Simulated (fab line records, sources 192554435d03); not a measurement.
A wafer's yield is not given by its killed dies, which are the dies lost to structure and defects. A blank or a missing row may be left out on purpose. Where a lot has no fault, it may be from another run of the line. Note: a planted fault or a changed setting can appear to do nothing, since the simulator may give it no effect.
Matching of chambers	flow n5_finfet	N5_BEOL_M6_ALD_77 on ald_metal-03 has 4 sister chambers
The step deposits TaN, target thk 2 nm, pulse time 2 s, purge time 3 s. 7 wafers are shown with their chamber, then 7 later ones without.

== WAFERS WITH THEIR CHAMBER ==
wafer	chamber	heater_power_w (W)	precursor_vessel_temp_c (C)
L074.1	0	348	75.13
L074.3	1	508	75.09
L079.3	1	500	74.88
L089.4	3	374	74.98
L089.5	2	452	74.93
L093.2	2	459	74.84
L093.4	3	370	75.05

== WAFERS WITHOUT THEIR CHAMBER ==
wafer	heater_power_w (W)	precursor_vessel_temp_c (C)
L093.6	343	75.11
L096.1	345	75.02
L096.4	385	74.80
L096.6	460	74.96
L097.2	450	74.71
L097.5	338	75.12
L097.6	507	74.91

== CHAMBER TAKEN BY EACH ==
wafer	from the rows above	in truth
L093.6	0	0
L096.1	0	0
L096.4	3	3
L096.6	2	2
L097.2	2	2
L097.5	0	0
L097.6	1	1
7 of 7 placed correctly. From these rows, 0 cannot be placed. Number placed wrongly: 0.
How it was worked out, from the rows above alone: a wafer's distance from a chamber is the root of the sum, over the readings, of the square of ((its reading less the chamber's mean) divided by the reading's scatter). The wafer belongs to the nearest chamber; if the next one is less than 2 further off, it can't be placed. For every chamber, the mean is computed from those of its wafers that are shown. The scatter: the root of (the sum of the squares of (reading less its chamber's mean) over the shown wafers, divided by (wafers less chambers)).
